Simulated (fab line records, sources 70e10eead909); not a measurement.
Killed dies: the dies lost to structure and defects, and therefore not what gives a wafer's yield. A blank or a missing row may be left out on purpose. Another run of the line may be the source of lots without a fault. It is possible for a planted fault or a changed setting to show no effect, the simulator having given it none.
The tool behind it: which one? :: flow nand_harc :: 11 lots, 33 wafers sampled, at 4 steps of a route of 1159

WHAT THE GAUGES SHOWED, per wafer
No reading from a measuring or inspecting step in the record can be judged against a usual standard deviation.

WHICH TOOL RAN EACH LOT (tool, then ch and the chambers of the sampled wafers, then the start)
lot: L502
NHARC_A_SLIT_ETCH_29: rie_diel-09 ch 0,1,3, day 14 23:01
NHARC_A_WL_FILL_STRIP_29: rie_diel-05 ch 0,1, day 16 02:13
NHARC_A_WL_FILL_ETCHBACK_26: rie_si-04 ch 1,3, day 16 07:30
NHARC_A_CONTACT_DEP_24: pecvd-01 ch 0,1,2, day 16 15:44

lot: L500
NHARC_A_SLIT_ETCH_29: rie_diel-10 ch 0,1,3, day 14 23:20
NHARC_A_WL_FILL_STRIP_29: rie_diel-11 ch 0,3, day 16 00:29
NHARC_A_WL_FILL_ETCHBACK_26: rie_si-04 ch 1,2, day 16 04:51
NHARC_A_CONTACT_DEP_24: pecvd-03 ch 0,1, day 16 11:57

lot: L501
NHARC_A_SLIT_ETCH_29: rie_diel-10 ch 1,2, day 15 00:41
NHARC_A_WL_FILL_STRIP_29: rie_diel-05 ch 0,1, day 15 23:33
NHARC_A_WL_FILL_ETCHBACK_26: rie_si-03 ch 0,2,3, day 16 04:51
NHARC_A_CONTACT_DEP_24: pecvd-01 ch 0,1, day 16 11:31

lot: L499
NHARC_A_SLIT_ETCH_29: rie_diel-02 ch 0,1,2, day 15 13:26
NHARC_A_WL_FILL_STRIP_29: rie_diel-05 ch 0,3, day 16 16:00
NHARC_A_WL_FILL_ETCHBACK_26: rie_si-02 ch 0,2, day 16 21:18
NHARC_A_CONTACT_DEP_24: pecvd-03 ch 1,2, day 17 13:38

lot: L511
NHARC_A_SLIT_ETCH_29: rie_diel-09 ch 0,2,3, day 17 12:20
NHARC_A_WL_FILL_STRIP_29: rie_diel-01 ch 0,1,2, day 18 15:56
NHARC_A_WL_FILL_ETCHBACK_26: rie_si-04 ch 0,1,3, day 18 21:25
NHARC_A_CONTACT_DEP_24: pecvd-01 ch 0,2, day 19 08:58

lot: L516
NHARC_A_SLIT_ETCH_29: rie_diel-02 ch 1,2,3, day 18 23:08
NHARC_A_WL_FILL_STRIP_29: rie_diel-05 ch 0,2,3, day 19 20:14
NHARC_A_WL_FILL_ETCHBACK_26: rie_si-03 ch 2,3, day 20 01:31
NHARC_A_CONTACT_DEP_24: pecvd-03 ch 0,1,2, day 20 15:44

lot: L518
NHARC_A_SLIT_ETCH_29: rie_diel-10 ch 1,2, day 18 23:55
NHARC_A_WL_FILL_STRIP_29: rie_diel-11 ch 2,3, day 20 00:26
NHARC_A_WL_FILL_ETCHBACK_26: rie_si-03 ch 1,2,3, day 20 05:42
NHARC_A_CONTACT_DEP_24: pecvd-02 ch 0,1,2, day 21 01:13

lot: L517
NHARC_A_SLIT_ETCH_29: rie_diel-02 ch 2,3, day 19 00:48
NHARC_A_WL_FILL_STRIP_29: rie_diel-11 ch 1,3, day 20 00:25
NHARC_A_WL_FILL_ETCHBACK_26: rie_si-02 ch 0,1,2, day 20 05:42
NHARC_A_CONTACT_DEP_24: pecvd-01 ch 0,2, day 20 21:18

lot: L521
NHARC_A_SLIT_ETCH_29: rie_diel-10 ch 0,3, day 19 17:53
NHARC_A_WL_FILL_STRIP_29: rie_diel-05 ch 0,1,2, day 20 21:55
NHARC_A_WL_FILL_ETCHBACK_26: rie_si-02 ch 2,3, day 21 03:29
NHARC_A_CONTACT_DEP_24: pecvd-01 ch 0,1, day 21 14:28

lot: L520
NHARC_A_SLIT_ETCH_29: rie_diel-02 ch 0,2,3, day 19 19:33
NHARC_A_WL_FILL_STRIP_29: rie_diel-05 ch 0,1,3, day 20 21:43
NHARC_A_WL_FILL_ETCHBACK_26: rie_si-03 ch 0,2,3, day 21 03:29
NHARC_A_CONTACT_DEP_24: pecvd-03 ch 0,1,2, day 21 10:09

lot: L522
NHARC_A_SLIT_ETCH_29: rie_diel-10 ch 0,2, day 20 08:12
NHARC_A_WL_FILL_STRIP_29: rie_diel-11 ch 0,3, day 21 11:34
NHARC_A_WL_FILL_ETCHBACK_26: rie_si-03 ch 1,2,3, day 21 16:42
NHARC_A_CONTACT_DEP_24: pecvd-03 ch 0,1,2, day 21 22:44
- NHARC_A_SLIT_ETCH_29: etches the open film in CF4/O2, target depth 100 nm, overetch 10 nm, time 55 s.
- NHARC_A_WL_FILL_STRIP_29: strips in O2, time 20 s.
- NHARC_A_WL_FILL_ETCHBACK_26: etches the open film in HBr, target depth 52 nm, time 13.3 s.
- NHARC_A_CONTACT_DEP_24: deposits SiO2, target thk 500 nm.

AS READ BY THE TOOLS THEMSELVES (means over the sampled wafers that have a number; for cases with no such wafer, the mark the record gives instead)
NHARC_A_SLIT_ETCH_29. Usual: drypump_motor_current_A 5.7 A, standard deviation 0.4; oes_product_au 1.001 a.u., standard deviation 0.01; rf_vpp_V 197.7 V, standard deviation 1.3; showerhead_plenum_p_Torr 1.33 Torr, standard deviation 0.051; throttle_valve_pct 13.395 %, standard deviation 0.0094.
lot: L502
tool: rie_diel-09
drypump_motor_current_A (A): 5.5
oes_product_au (a.u.): 0.988
rf_vpp_V (V): 197.1
showerhead_plenum_p_Torr (Torr): 1.32
throttle_valve_pct (%): 13.405
flag: 

lot: L500
tool: rie_diel-10
drypump_motor_current_A (A): 5.8
oes_product_au (a.u.): 0.999
rf_vpp_V (V): 198.7
showerhead_plenum_p_Torr (Torr): 1.38
throttle_valve_pct (%): 13.388
flag: 

lot: L501
tool: rie_diel-10
drypump_motor_current_A (A): 5.6
oes_product_au (a.u.): 1.008
rf_vpp_V (V): 197.2
showerhead_plenum_p_Torr (Torr): 1.33
throttle_valve_pct (%): 13.391
flag: 

lot: L499
tool: rie_diel-02
drypump_motor_current_A (A): 5.5
oes_product_au (a.u.): 1.011
rf_vpp_V (V): 198.4
showerhead_plenum_p_Torr (Torr): 1.35
throttle_valve_pct (%): 13.399
flag: 

lot: L511
tool: rie_diel-09
drypump_motor_current_A (A): 5.9
oes_product_au (a.u.): 0.987
rf_vpp_V (V): 196.0
showerhead_plenum_p_Torr (Torr): 1.28
throttle_valve_pct (%): 13.395
flag: 

lot: L516
tool: rie_diel-02
drypump_motor_current_A (A): 5.6
oes_product_au (a.u.): 1.002
rf_vpp_V (V): 197.7
showerhead_plenum_p_Torr (Torr): 1.36
throttle_valve_pct (%): 13.391
flag: 

lot: L518
tool: rie_diel-10
drypump_motor_current_A (A): 5.6
oes_product_au (a.u.): 1.006
rf_vpp_V (V): 197.6
showerhead_plenum_p_Torr (Torr): 1.33
throttle_valve_pct (%): 13.396
flag: 

lot: L517
tool: rie_diel-02
drypump_motor_current_A (A): 6.0
oes_product_au (a.u.): 0.998
rf_vpp_V (V): 198.2
showerhead_plenum_p_Torr (Torr): 1.33
throttle_valve_pct (%): 13.401
flag: 

lot: L521
tool: rie_diel-10
drypump_motor_current_A (A): 5.9
oes_product_au (a.u.): 1.000
rf_vpp_V (V): 198.8
showerhead_plenum_p_Torr (Torr): 1.35
throttle_valve_pct (%): 13.404
flag: 

lot: L520
tool: rie_diel-02
drypump_motor_current_A (A): 5.8
oes_product_au (a.u.): 0.995
rf_vpp_V (V): 197.9
showerhead_plenum_p_Torr (Torr): 1.32
throttle_valve_pct (%): 13.384
flag: 

lot: L522
tool: rie_diel-10
drypump_motor_current_A (A): 5.9
oes_product_au (a.u.): 1.006
rf_vpp_V (V): 197.6
showerhead_plenum_p_Torr (Torr): 1.31
throttle_valve_pct (%): 13.397
flag: 

NHARC_A_WL_FILL_STRIP_29. Usual: drypump_motor_current_A 5.7 A, standard deviation 0.44; oes_product_au 0.999 a.u., standard deviation 0.0085; rf_vpp_V 57.7 V, standard deviation 0.83; showerhead_plenum_p_Torr 3.53 Torr, standard deviation 0.13; throttle_valve_pct 17.036 %, standard deviation 0.01.
lot: L502
tool: rie_diel-05
drypump_motor_current_A (A): 5.7
oes_product_au (a.u.): 1.000
rf_vpp_V (V): 57.9
showerhead_plenum_p_Torr (Torr): 3.54
throttle_valve_pct (%): 17.032
flag: 

lot: L500
tool: rie_diel-11
drypump_motor_current_A (A): 5.1
oes_product_au (a.u.): 0.999
rf_vpp_V (V): 57.2
showerhead_plenum_p_Torr (Torr): 3.52
throttle_valve_pct (%): 17.031
flag: 

lot: L501
tool: rie_diel-05
drypump_motor_current_A (A): 5.7
oes_product_au (a.u.): 0.996
rf_vpp_V (V): 58.1
showerhead_plenum_p_Torr (Torr): 3.54
throttle_valve_pct (%): 17.045
flag: 

lot: L499
tool: rie_diel-05
drypump_motor_current_A (A): 5.7
oes_product_au (a.u.): 0.991
rf_vpp_V (V): 57.7
showerhead_plenum_p_Torr (Torr): 3.60
throttle_valve_pct (%): 17.040
flag: 

lot: L511
tool: rie_diel-01
drypump_motor_current_A (A): 6.4
oes_product_au (a.u.): 1.000
rf_vpp_V (V): 58.6
showerhead_plenum_p_Torr (Torr): 3.49
throttle_valve_pct (%): 17.034
flag: 

lot: L516
tool: rie_diel-05
drypump_motor_current_A (A): 5.6
oes_product_au (a.u.): 0.996
rf_vpp_V (V): 57.8
showerhead_plenum_p_Torr (Torr): 3.61
throttle_valve_pct (%): 17.033
flag: 

lot: L518
tool: rie_diel-11
drypump_motor_current_A (A): 5.3
oes_product_au (a.u.): 1.000
rf_vpp_V (V): 57.2
showerhead_plenum_p_Torr (Torr): 3.36
throttle_valve_pct (%): 17.042
flag: 

lot: L517
tool: rie_diel-11
drypump_motor_current_A (A): 5.2
oes_product_au (a.u.): 0.996
rf_vpp_V (V): 58.1
showerhead_plenum_p_Torr (Torr): 3.54
throttle_valve_pct (%): 17.040
flag: 

lot: L521
tool: rie_diel-05
drypump_motor_current_A (A): 5.6
oes_product_au (a.u.): 0.992
rf_vpp_V (V): 57.4
showerhead_plenum_p_Torr (Torr): 3.54
throttle_valve_pct (%): 17.032
flag: 

lot: L520
tool: rie_diel-05
drypump_motor_current_A (A): 5.8
oes_product_au (a.u.): 0.996
rf_vpp_V (V): 58.0
showerhead_plenum_p_Torr (Torr): 3.53
throttle_valve_pct (%): 17.036
flag: 

lot: L522
tool: rie_diel-11
drypump_motor_current_A (A): 5.2
oes_product_au (a.u.): 1.012
rf_vpp_V (V): 57.6
showerhead_plenum_p_Torr (Torr): 3.60
throttle_valve_pct (%): 17.029
flag: 

NHARC_A_WL_FILL_ETCHBACK_26. Usual: drypump_motor_current_A 5.9 A, standard deviation 0.58; hbr_flow_sccm 150.1 sccm, standard deviation 0.43; oes_product_au 0.998 a.u., standard deviation 0.011; run_length_s 34.5 s, standard deviation 0.4; throttle_valve_pct 23.265 %, standard deviation 0.0082.
lot: L502
tool: rie_si-04
drypump_motor_current_A (A): 5.6
hbr_flow_sccm (sccm): 150.3
oes_product_au (a.u.): 0.992
run_length_s (s): 34.2
throttle_valve_pct (%): 23.270
flag: 

lot: L500
tool: rie_si-04
drypump_motor_current_A (A): 6.0
hbr_flow_sccm (sccm): 149.7
oes_product_au (a.u.): 0.994
run_length_s (s): 34.1
throttle_valve_pct (%): 23.270
flag: 

lot: L501
tool: rie_si-03
drypump_motor_current_A (A): 6.6
hbr_flow_sccm (sccm): 150.3
oes_product_au (a.u.): 1.008
run_length_s (s): 34.3
throttle_valve_pct (%): 23.264
flag: 

lot: L499
tool: rie_si-02
drypump_motor_current_A (A): 5.9
hbr_flow_sccm (sccm): 150.3
oes_product_au (a.u.): 0.996
run_length_s (s): 34.4
throttle_valve_pct (%): 23.262
flag: 

lot: L511
tool: rie_si-04
drypump_motor_current_A (A): 5.5
hbr_flow_sccm (sccm): 149.8
oes_product_au (a.u.): 0.997
run_length_s (s): 32.8
throttle_valve_pct (%): 23.265
flag: OFF

lot: L516
tool: rie_si-03
drypump_motor_current_A (A): 6.7
hbr_flow_sccm (sccm): 150.1
oes_product_au (a.u.): 0.998
run_length_s (s): 34.7
throttle_valve_pct (%): 23.271
flag: 

lot: L518
tool: rie_si-03
drypump_motor_current_A (A): 6.2
hbr_flow_sccm (sccm): 149.9
oes_product_au (a.u.): 0.996
run_length_s (s): 34.8
throttle_valve_pct (%): 23.262
flag: 

lot: L517
tool: rie_si-02
drypump_motor_current_A (A): 5.5
hbr_flow_sccm (sccm): 150.2
oes_product_au (a.u.): 0.992
run_length_s (s): 34.8
throttle_valve_pct (%): 23.265
flag: 

lot: L521
tool: rie_si-02
drypump_motor_current_A (A): 6.1
hbr_flow_sccm (sccm): 150.6
oes_product_au (a.u.): 0.985
run_length_s (s): 34.8
throttle_valve_pct (%): 23.271
flag: 

lot: L520
tool: rie_si-03
drypump_motor_current_A (A): 6.6
hbr_flow_sccm (sccm): 150.0
oes_product_au (a.u.): 1.000
run_length_s (s): 34.4
throttle_valve_pct (%): 23.269
flag: 

lot: L522
tool: rie_si-03
drypump_motor_current_A (A): 6.2
hbr_flow_sccm (sccm): 150.4
oes_product_au (a.u.): 0.998
run_length_s (s): 34.7
throttle_valve_pct (%): 23.260
flag: 

NHARC_A_CONTACT_DEP_24. Usual: chamber_pressure_Torr 6.499 Torr, standard deviation 0.014; flow_sccm 2651 sccm, standard deviation 8.1; heater_power_w 601 W, standard deviation 150; throttle_valve_pct 15.7 %, standard deviation 0.44.
lot: L502
tool: pecvd-01
chamber_pressure_Torr (Torr): 6.508
flow_sccm (sccm): 2660
heater_power_w (W): 661
throttle_valve_pct (%): 16.2
flag: 

lot: L500
tool: pecvd-03
chamber_pressure_Torr (Torr): 6.495
flow_sccm (sccm): 2657
heater_power_w (W): 512
throttle_valve_pct (%): 15.4
flag: 

lot: L501
tool: pecvd-01
chamber_pressure_Torr (Torr): 6.501
flow_sccm (sccm): 2646
heater_power_w (W): 674
throttle_valve_pct (%): 16.2
flag: 

lot: L499
tool: pecvd-03
chamber_pressure_Torr (Torr): 6.498
flow_sccm (sccm): 2656
heater_power_w (W): 640
throttle_valve_pct (%): 15.8
flag: 

lot: L511
tool: pecvd-01
chamber_pressure_Torr (Torr): 6.501
flow_sccm (sccm): 2649
heater_power_w (W): 598
throttle_valve_pct (%): 16.1
flag: 

lot: L516
tool: pecvd-03
chamber_pressure_Torr (Torr): 6.506
flow_sccm (sccm): 2655
heater_power_w (W): 591
throttle_valve_pct (%): 15.7
flag: 

lot: L518
tool: pecvd-02
chamber_pressure_Torr (Torr): 6.501
flow_sccm (sccm): 2652
heater_power_w (W): 474
throttle_valve_pct (%): 15.6
flag: 

lot: L517
tool: pecvd-01
chamber_pressure_Torr (Torr): 6.494
flow_sccm (sccm): 2654
heater_power_w (W): 637
throttle_valve_pct (%): 16.2
flag: 

lot: L521
tool: pecvd-01
chamber_pressure_Torr (Torr): 6.491
flow_sccm (sccm): 2646
heater_power_w (W): 629
throttle_valve_pct (%): 16.1
flag: 

lot: L520
tool: pecvd-03
chamber_pressure_Torr (Torr): 6.498
flow_sccm (sccm): 2648
heater_power_w (W): 618
throttle_valve_pct (%): 15.2
flag: 

lot: L522
tool: pecvd-03
chamber_pressure_Torr (Torr): 6.498
flow_sccm (sccm): 2651
heater_power_w (W): 603
throttle_valve_pct (%): 15.2
flag: 

THE ANSWER, worked out from the rows above alone
Rule: lot off if the mean of its wafers having a number is beyond 3 standard deviations from the usual mean. Also off: a lot with no number at a reading for which 4 or more lots have one. All remaining lots with rows at the step are treated as sound. The gauges are gone through in route order, then the tools' own readings, and for those a lot's mean is taken as printed above. At the first step where some lot is off, the reading lying furthest off is the one used; lots without a number count as furthest.
Off: L511 (NHARC_A_WL_FILL_ETCHBACK_26, run_length_s).
A tool fits if, at that step or a process step before it, it ran every lot that is off, and no sound lot after the first of them. Can't be told from this: 3 tools fit, rie_diel-09 at NHARC_A_SLIT_ETCH_29, rie_diel-01 at NHARC_A_WL_FILL_STRIP_29, rie_si-04 at NHARC_A_WL_FILL_ETCHBACK_26.

WHAT THE SIMULATOR HAD PUT IN
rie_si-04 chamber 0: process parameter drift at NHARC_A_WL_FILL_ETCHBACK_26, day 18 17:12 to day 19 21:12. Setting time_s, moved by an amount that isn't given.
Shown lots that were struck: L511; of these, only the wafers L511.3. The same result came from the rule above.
